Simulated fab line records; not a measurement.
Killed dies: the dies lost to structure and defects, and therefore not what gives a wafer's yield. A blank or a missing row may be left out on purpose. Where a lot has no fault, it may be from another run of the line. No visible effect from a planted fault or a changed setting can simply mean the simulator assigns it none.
3 desks looking at one fault / flow n5 finfet / what lay behind the numbers comes last; until then each desk has only its own

## METROLOGY DESK
What the gauges read, lot by lot, whatever tool the lot ran on: means of the sampled wafers that have a number. Any lot whose mean is over 4 standard deviations away from the usual mean is out of limits and marked OUT; that distance is given in the brackets.
Columns: A = cd nm at N5_BEOL_M15_CD_MEAS_28, usual 407.9 nm; B = M15_OVL at N5_BEOL_M15_OVL_MEAS_29, usual 3 nm
lot=L532; first seen here=day 12 15:17; A=405.6; B=3
lot=L535; first seen here=day 13 14:29; A=410.3; B=6
lot=L547; first seen here=day 17 00:05; A=404.1; B=12
lot=L551; first seen here=day 17 10:10; A=407.3; B=8
lot=L552; first seen here=day 18 06:24; A=408.3; B=-6
lot=L553; first seen here=day 18 07:26; A=407.9; B=-4
This desk's verdict: no lot among the 6 shows anything out of limits.

## THE DEFECT DESK
Inspection counts along the route, by lot: the mean over sampled wafers that carry a number. Any lot whose mean is over 4 standard deviations away from the usual mean is out of limits and marked OUT; that distance is given in the brackets.
Columns: A = raw defect count at N5_BEOL_M15_INSPECT_30, usual 2.4
lot=L532; first seen here=day 12 15:21; A=1.0
lot=L535; first seen here=day 13 14:32; A=2.3
lot=L547; first seen here=day 17 00:08; A=1.0
lot=L551; first seen here=day 17 10:13; A=3.3
lot=L552; first seen here=day 18 06:27; A=3.7
lot=L553; first seen here=day 18 07:29; A=4.0
This desk's verdict: no lot among the 6 shows anything out of limits.

## TOOL OWNER'S DESK, rie diel-05
The tool's own readings at N5_BEOL_M15_ETCH_38 (etches SiCN in CF4/N2, target depth 106.4 nm, time 120.5 s): means of the sampled wafers that have a number, for each lot that ran on this tool. Any lot whose mean is over 4 standard deviations away from the usual mean is out of limits and marked OUT; that distance is given in the brackets.
Columns: A = chamber pressure mTorr at N5_BEOL_M15_ETCH_38, usual 40.00 mTorr; B = drypump motor current A at N5_BEOL_M15_ETCH_38, usual 5.6 A; C = oes product au at N5_BEOL_M15_ETCH_38, usual 0.79 a.u.; D = rf vpp V at N5_BEOL_M15_ETCH_38, usual 381.9 V; E = showerhead plenum p Torr at N5_BEOL_M15_ETCH_38, usual 2.19 Torr; F = throttle valve pct at N5_BEOL_M15_ETCH_38, usual 15.47 %
lot=L532; first seen here=day 12 21:18; A=39.99; B=5.5; C=0.85; D=381.1; E=2.18; F=15.23
lot=L547; first seen here=day 17 01:13; A=39.99; B=5.2; C=1.06; D=380.4; E=2.14; F=15.31
lot=L551; first seen here=day 17 11:46; A=40.00; B=5.6; C=1.13; D=383.3; E=2.21; F=15.26
This desk's verdict: no lot among the 3 shows anything out of limits.

## TAKEN TOGETHER
Nothing out of limits was seen by the metrology desk.
No out-of-limits result turned up at the defect desk.
The desk of the tool owner found nothing out of limits.

## WHAT THE SIMULATOR HAD PUT IN
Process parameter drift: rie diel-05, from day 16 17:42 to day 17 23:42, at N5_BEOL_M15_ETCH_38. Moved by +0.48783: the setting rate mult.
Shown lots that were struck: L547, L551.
